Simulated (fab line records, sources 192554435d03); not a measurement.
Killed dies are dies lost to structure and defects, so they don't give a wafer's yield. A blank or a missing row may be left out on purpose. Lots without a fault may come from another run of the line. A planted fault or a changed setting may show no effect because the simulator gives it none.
fab line records | flow n5_finfet
record lots=11 wafers=33 last_day=19
route steps=1938 shown BEOL_M10@1529 BEOL_M11@1539 PASSIVATION@1936
lots that met no fault: from a run of the same line without faults
start_h: hours from the record's first day to the start of the lot's first wafer shown | wait_h: hours since the lot's step before | " the same as in the row above | L1.1+2: a row that stands for several wafers | - no value, or no start given | * or withheld: withheld | < > ~ a bound
route shown NAME@n: a module of which the file shows steps, and the number in the route of the first | usual: mean/standard deviation of fault-free wafers | same: alike in all rows | chamber/n: place in a boat | sites: the reading at each site | _std_site: their standard deviation | _edge_site: outer sites' mean less inner sites' | radius_mm: how far each site lies from the wafer's centre | mask NAME#n: copy n | behind: the tool/chamber that last shaped the wafer | hold: why the lot was held/for how many hours/how that ended | device: the transistor (n, p or np) that didn't switch | end of line: the same wafers' tests at the end of the route | a step without rows: its recipe alone | killed: dies lost to structure and defects at the first sort, not the wafer's yield | map: a wafer's dies, x killed, . not, _ none there
set.NAME: the setting as run; set.NAME@STEP: as run at that earlier step | model.NAME: the simulator's own value behind a step, which no gauge read
steps of the route over a sample of lots; a table a step, a row a wafer
services: from which hour (start_h, from the record's first day; less than 0 if before it) a tool's chamber was out of use, for how many hours, and why
## steps
# step N5_BEOL_M10_ANNEAL_51
# recipe temp_c=225 time_s=90 ambient=N2
# usual wafer_temp_C_max=226.04/0.27
# columns lot.wafer tool chamber start_h wait_h wafer_temp_C_max
L156.2 rtp_anneal-02 0 242.57 4.5 225.94
L156.3 " 0 " " 226.11
L156.5 " 0 " " 226.25
L155.2 rtp_anneal-02 0 253.31 2.3 225.90
L155.3 " 0 " " 225.91
L155.6 " 0 " " 226.16
L157.1 rtp_anneal-02 0 267.67 0.6 225.96
L157.4 " 0 " " 225.83
L157.5 " 0 " " 225.96
L158.3 rtp_anneal-02 0 268.30 0.9 225.95
L158.5 " 0 " " 226.19
L158.6 " 0 " " 226.22
L159.1 rtp_anneal-02 0 276.96 0.2 226.21
L159.2 " 0 " " 225.94
L159.3 " 0 " " 226.38
L161.1 rtp_anneal-01 0 301.99 0.1 226.57
L161.2 " 0 " " 225.97
L161.6 " 0 " " 225.86
L164.2 rtp_anneal-01 0 303.80 0.4 226.01
L164.3 " 0 " " 225.54
L164.5 " 0 " " 225.48
L169.2 rtp_anneal-02 0 332.60 0.1 225.93
L169.5 " 0 " " 226.28
L169.6 " 0 " " 226.03
L170.2 rtp_anneal-02 0 359.87 0.6 226.21
L170.4 " 0 " " 226.04
L170.5 " 0 " " 226.35
L178.1 rtp_anneal-01 0 401.49 0.1 226.44
L178.5 " 0 " " 225.86
L178.6 " 0 " " 226.05
L176.1 rtp_anneal-01 0 404.21 0.1 225.63
L176.4 " 0 " " 225.87
L176.5 " 0 " " 225.78
# step N5_BEOL_M10_DEP_56
# recipe material=SiCN target_thk_a=150 temp_c=withheld precursor=3MS/NH3 pressure_torr=3 rf_w=202 time_s=26.5
# usual showerhead_plenum_p_Torr=3.668/0.01 showerhead_vpp_V=867/31 throttle_valve_pct=9.0/0.53
# columns lot.wafer tool chamber start_h wait_h showerhead_plenum_p_Torr showerhead_vpp_V throttle_valve_pct
L156.2 pecvd-01 0 243.18 0.0 3.667 898 8.5
L156.3 " 2 " " 3.684 924 8.2
L156.5 " 0 " " 3.672 901 8.4
L155.2 pecvd-03 1 253.93 0.0 3.680 816 8.9
L155.3 " 0 " " 3.668 850 9.8
L155.6 " 0 " " 3.668 844 9.7
L157.1 pecvd-03 1 268.32 0.0 3.683 813 9.0
L157.4 " 1 " " 3.679 803 8.8
L157.5 " 0 " " 3.681 841 9.9
L158.3 pecvd-01 1 268.86 0.0 3.652 892 9.0
L158.5 " 2 " " 3.670 914 8.4
L158.6 " 0 " " 3.665 882 8.6
L159.1 pecvd-03 0 277.62 0.0 3.677 838 9.8
L159.2 " 2 " " 3.666 863 8.1
L159.3 " 1 " " 3.673 815 8.6
L161.1 pecvd-01 0 302.64 0.0 3.661 880 8.6
L161.2 " 1 " " 3.660 882 9.3
L161.6 " 0 " " 3.672 875 8.8
L164.2 pecvd-01 0 304.41 0.0 3.654 887 8.8
L164.3 " 1 " " 3.669 889 9.3
L164.5 " 0 " " 3.664 880 8.5
L169.2 pecvd-04 0 333.21 0.0 3.649 849 9.1
L169.5 " 0 " " 3.647 843 9.3
L169.6 " 2 " " 3.674 848 9.1
L170.2 pecvd-03 2 360.48 0.0 3.665 876 8.4
L170.4 " 2 " " 3.668 859 8.2
L170.5 " 0 " " 3.674 837 10.1
L178.1 pecvd-04 1 402.14 0.0 3.685 883 9.3
L178.5 " 2 " " 3.673 842 9.5
L178.6 " 0 " " 3.642 852 9.1
L176.1 pecvd-04 2 404.86 0.0 3.671 841 9.3
L176.4 " 0 " " 3.648 843 9.1
L176.5 " 1 " " 3.678 898 9.6
# step N5_BEOL_M11_PECVD_70
# recipe material=SiO2 target_thk_a=200 temp_c=400 precursor=TEOS/O2 pressure_torr=5.5 rf_w=450 teos_flow_sccm=53.8 gas=O2 flow_sccm=3000 time_s=22.7
# usual heater_power_w=719/83 showerhead_plenum_p_Torr=8.79/0.045 showerhead_vpp_V=1275/41 throttle_valve_pct=22.2/1.6
# columns lot.wafer tool chamber start_h wait_h heater_power_w showerhead_plenum_p_Torr showerhead_vpp_V throttle_valve_pct
L156.2 pecvd-02 0 243.94 0.0 802 8.72 1336 24.1
L156.3 " 1 " " 842 8.79 1263 21.7
L156.5 " 2 " " 804 8.70 1240 20.2
L155.2 pecvd-01 0 254.70 0.0 740 8.76 1322 21.0
L155.3 " 1 " " 700 8.77 1331 22.8
L155.6 " 0 " " 750 8.77 1309 21.1
L157.1 pecvd-02 1 269.09 0.0 864 8.81 1259 21.9
L157.4 " 1 " " 874 8.80 1264 21.8
L157.5 " 0 " " 786 8.74 1303 24.1
L158.3 pecvd-02 0 269.66 0.1 693 8.75 1333 24.0
L158.5 " 1 " " 769 8.78 1276 21.9
L158.6 " 0 " " 681 8.72 1301 24.0
L159.1 pecvd-02 0 278.59 0.0 692 8.76 1301 24.1
L159.2 " 2 " " 868 8.71 1252 20.8
L159.3 " 1 " " 824 8.79 1260 21.9
L161.1 pecvd-03 2 303.42 0.0 571 8.81 1323 20.1
L161.2 " 0 " " 799 8.81 1270 24.4
L161.6 " 2 " " 568 8.78 1268 20.2
L164.2 pecvd-02 2 305.17 0.0 847 8.68 1267 20.7
L164.3 " 1 " " 761 8.80 1269 21.3
L164.5 " 2 " " 846 8.70 1251 20.5
L169.2 pecvd-01 0 333.98 0.0 698 8.76 1275 21.0
L169.5 " 2 " " 621 8.82 1363 20.8
L169.6 " 1 " " 706 8.76 1312 22.7
L170.2 pecvd-02 2 361.25 0.0 823 8.69 1258 20.9
L170.4 " 0 " " 758 8.78 1302 23.9
L170.5 " 2 " " 845 8.71 1258 20.7
L178.1 pecvd-01 1 402.91 0.0 710 8.75 1325 22.8
L178.5 " 0 " " 710 8.77 1310 21.3
L178.6 " 1 " " 692 8.77 1311 23.0
L176.1 pecvd-02 2 405.63 0.0 734 8.70 1253 20.7
L176.4 " 0 " " 800 8.75 1315 24.1
L176.5 " 2 " " 724 8.71 1228 20.7
# step N5_BEOL_M11_HM_DEP_02
# recipe material=TiN target_thk_a=200 temp_c=25 chamber_pressure_pa=0.49996
# usual throttle_valve_pct=30.7/0.98
# columns lot.wafer tool chamber start_h wait_h throttle_valve_pct
L156.2 pvd_sputter-03 - 244.84 0.9 31.4
L156.3 " - " " 28.6
L156.5 " - " " 30.7
L155.2 pvd_sputter-02 - 255.31 0.6 30.2
L155.3 " - " " 32.5
L155.6 " - " " 31.4
L157.1 pvd_sputter-01 - 270.78 1.7 30.8
L157.4 " - " " 32.4
L157.5 " - " " 31.9
L158.3 pvd_sputter-01 - 271.08 1.4 29.8
L158.5 " - " " 30.9
L158.6 " - " " 32.4
L159.1 pvd_sputter-02 - 280.21 1.6 30.6
L159.2 " - " " 30.0
L159.3 " - " " 31.4
L161.1 pvd_sputter-02 - 303.67 0.2 32.4
L161.2 " - " " 31.7
L161.6 " - " " 31.7
L164.2 pvd_sputter-01 - 305.76 0.6 32.1
L164.3 " - " " 31.1
L164.5 " - " " 30.9
L169.2 pvd_sputter-03 - 334.16 0.2 31.3
L169.5 " - " " 30.7
L169.6 " - " " 31.4
L170.2 pvd_sputter-01 - 362.52 1.2 30.9
L170.4 " - " " 32.4
L170.5 " - " " 29.6
L178.1 pvd_sputter-03 - 406.24 3.3 28.8
L178.5 " - " " 28.8
L178.6 " - " " 30.5
L176.1 pvd_sputter-03 - 406.44 0.8 31.0
L176.4 " - " " 28.7
L176.5 " - " " 30.5
# step N5_BEOL_M11_INSPECT_13
# recipe mode=adi inspect_instrument=brightfield
# usual raw_defect_count=376/92
# columns lot.wafer tool chamber start_h wait_h raw_defect_count
L156.2 defect_inspect-02 - 245.39 0.0 528
L156.3 " - " " 371
L156.5 " - " " 392
L155.2 defect_inspect-02 - 255.86 0.0 592
L155.3 " - " " 433
L155.6 " - " " 521
L157.1 defect_inspect-02 - 271.21 0.0 446
L157.4 " - " " 366
L157.5 " - " " 340
L158.3 defect_inspect-02 - 271.51 0.0 244
L158.5 " - " " 379
L158.6 " - " " 336
L159.1 defect_inspect-01 - 280.76 0.0 381
L159.2 " - " " 557
L159.3 " - " " 483
L161.1 defect_inspect-01 - 304.10 0.0 791
L161.2 " - " " 384
L161.6 " - " " 812
L164.2 defect_inspect-01 - 306.31 0.0 449
L164.3 " - " " 466
L164.5 " - " " 433
L169.2 defect_inspect-01 - 334.71 0.0 199
L169.5 " - " " 381
L169.6 " - " " 408
L170.2 defect_inspect-02 - 363.07 0.0 264
L170.4 " - " " 322
L170.5 " - " " 451
L178.1 defect_inspect-01 - 406.85 0.0 337
L178.5 " - " " 512
L178.6 " - " " 363
L176.1 defect_inspect-01 - 406.93 0.0 462
L176.4 " - " " 535
L176.5 " - " " 387
# step N5_PASSIVATION_PROBE_49
# usual defect_limited_yield=91.1/1.4 killed_at_M0_to_M3=36/11 killed_at_M4_up=14/5.2 killed_at_contacts=12/6.1 killed_at_front_end=40/12 killed_at_other=3.2/2.5 killed_dies=105/16 killed_on_rim=14/4.4 killed_open=68/12 killed_short=35/8.7 sort_bin_5_function=5.2/0.89 sort_bin_6_memory=3.3/0.66 sort_n_pass=1074/16 sort_yield_pct=91.1/1.4
# same gross_dies=1180 killed_at_back_side=0 sort_bin_4_leakage[%]=0 sort_bin_8_speed[%]=0
# columns lot.wafer tool chamber start_h wait_h defect_limited_yield[%] killed_at_M0_to_M3 killed_at_M4_up killed_at_contacts killed_at_front_end killed_at_other killed_dies killed_on_rim killed_open killed_short sort_bin_5_function[%] sort_bin_6_memory[%] sort_n_pass sort_yield_pct[%]
L161.1 prober-02 - 352.72 0.0 82.3 40 105 20 42 2 209 25 75 38 11.3 4.2 971 82.3
L161.2 prober-02 - 352.77 0.1 90.6 36 14 19 39 3 111 13 79 30 5.5 3.6 1069 90.6
L161.6 prober-02 - 352.97 0.3 85.5 31 97 4 35 4 171 27 52 32 9.2 4.0 1009 85.5
# killed by level:class
L161.1 BEOL_M11:unspecified=93 STI_FIN_REVEAL:geometric_particle:open=15 MOL_CONTACT_COAG:geometric_particle:open=15 BEOL_M0_SAQP:geometric_particle:short=9 BEOL_M2:geometric_particle:open=8 FIN_SAQP:geometric_particle:short=7 DUMMY_GATE:geometric_particle:open=7 BEOL_M0_SAQP:geometric_particle:open=7
L161.2 STI_FIN_REVEAL:geometric_particle:open=14 MOL_CONTACT_COAG:geometric_particle:open=13 BEOL_M0_SAQP:geometric_particle:open=10 FIN_SAQP:geometric_particle:short=8 BEOL_M4:geometric_particle:open=6 BEOL_M1:geometric_particle:open=6 BEOL_M3:geometric_particle:open=6 MOL_CONTACT_COAG:geometric_particle:short=5
L161.6 BEOL_M11:unspecified=83 STI_FIN_REVEAL:geometric_particle:open=10 BEOL_M3:geometric_particle:short=8 BEOL_M4:geometric_particle:open=7 FIN_SAQP:geometric_particle:open=6 BEOL_M0_SAQP:geometric_particle:short=6 BEOL_M3:geometric_particle:open=5 DUMMY_GATE:geometric_particle:open=4
## services
# columns tool chamber start_h hours kind
pecvd-01 2 222.84 2.1 scheduled_down
pecvd-01 - 227.20 4.2 repair
pecvd-02 - 250.45 0.5 repair
pvd_sputter-03 - 256.81 10.5 repair
pecvd-04 - 289.15 1.3 repair
pecvd-04 - 292.24 0.7 repair
pecvd-01 1 308.21 9.5 repair
pecvd-02 0 315.02 2.1 scheduled_down
pecvd-02 - 318.23 2.8 pm
pecvd-04 0 364.62 5.5 scheduled_down
pecvd-02 1 383.62 - clean
pecvd-02 1 383.62 - consumable_replace:showerhead
pecvd-02 1 383.62 29.0 scheduled_down
pecvd-02 1 383.62 29.0 vent_cycle
pvd_sputter-02 - 394.73 1.5 repair
pecvd-03 1 396.85 2.1 scheduled_down
pecvd-02 0 399.12 5.5 scheduled_down
pecvd-04 - 403.89 0.8 pm
## key
first_sign step=N5_BEOL_M11_INSPECT_13 reading=raw_defect_count direction=up sigmas=4.6 usual=376 struck=802
effect step=N5_PASSIVATION_PROBE_49 reading=killed_at_M4_up direction=up sigmas=17 usual=14 struck=101
more_kills_born_at N5_BEOL_M11_PECVD_70@pecvd-03=176
met_at N5_BEOL_M11_PECVD_70
struck_lots L161
struck_wafers L161.1,L161.6
not_acting_at N5_BEOL_M10_ANNEAL_51,N5_BEOL_M10_DEP_56,N5_BEOL_M11_HM_DEP_02
fault kind=chamber_particle_source tool=pecvd-03 chamber=2 onset_h=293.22 steps=N5_BEOL_M11_PECVD_70 rate_per_visit_cm2=0.71978
